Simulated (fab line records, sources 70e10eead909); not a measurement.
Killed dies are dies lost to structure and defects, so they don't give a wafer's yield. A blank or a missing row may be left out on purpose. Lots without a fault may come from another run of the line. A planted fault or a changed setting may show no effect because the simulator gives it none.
Chamber matching | flow nand_harc | NHARC_P_M2_DEP_33 on pecvd-03: 3 sister chambers
The step deposits SiCN, target thk 30 nm. 16 wafers are shown with their chamber, then 8 later ones without.

WAFERS WITH THEIR CHAMBER
wafer  | chamber | heater_power_w (W) | susceptor_temp_C (C)
L076.2 | 0       | 544                | 369.88
L076.3 | 2       | 581                | 370.32
L076.6 | 1       | 550                | 370.08
L081.1 | 1       | 534                | 370.00
L081.2 | 0       | 534                | 370.09
L081.5 | 1       | 544                | 369.86
L079.3 | 2       | 564                | 369.68
L079.4 | 2       | 594                | 369.65
L079.6 | 1       | 542                | 370.20
L083.1 | 1       | 508                | 370.12
L083.4 | 2       | 549                | 369.99
L083.5 | 0       | 565                | 369.98
L086.1 | 2       | 570                | 370.05
L086.2 | 0       | 598                | 370.03
L086.4 | 0       | 619                | 369.83
L090.1 | 1       | 560                | 369.89

SIGNATURES (means of the wafers above)
reading          | chamber 0 | chamber 1 | chamber 2 | scatter within a chamber
heater_power_w   | 572.00    | 539.67    | 571.60    | 24.7
susceptor_temp_C | 369.9620  | 370.0250  | 369.9380  | 0.185
Rule: a wafer's distance from a chamber is the root of the sum, over the readings, of the square of ((its reading less the chamber's mean) divided by the reading's scatter). The wafer belongs to the nearest chamber; if the next one is less than 2 further off, it can't be placed. The scatter: the root of (the sum of the squares of (reading less its chamber's mean) over the shown wafers, divided by (wafers less chambers)).

WAFERS WITHOUT THEIR CHAMBER
wafer  | heater_power_w (W) | susceptor_temp_C (C)
L090.2 | 589                | 369.45
L090.6 | 504                | 369.82
L094.1 | 517                | 370.16
L094.2 | 635                | 370.18
L094.4 | 628                | 369.90
L093.2 | 535                | 369.55
L093.5 | 630                | 370.08
L093.6 | 479                | 369.98

WHICH CHAMBER EACH WENT THROUGH
wafer  | from the rows above          | in truth
L090.2 | can't be placed: 2 or 0 or 1 | 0
L090.6 | can't be placed: 1 or 2 or 0 | 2
L094.1 | can't be placed: 1 or 0 or 2 | 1
L094.2 | can't be placed: 0 or 2 or 1 | 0
L094.4 | can't be placed: 0 or 2 or 1 | 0
L093.2 | can't be placed: 2 or 1 or 0 | 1
L093.5 | can't be placed: 0 or 2 or 1 | 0
L093.6 | can't be placed: 1 or 2 or 0 | 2
Placed correctly: 0 of 8. Can't be placed from these rows: 8 (the true chamber is among the candidates in 8). Placed wrongly: 0.
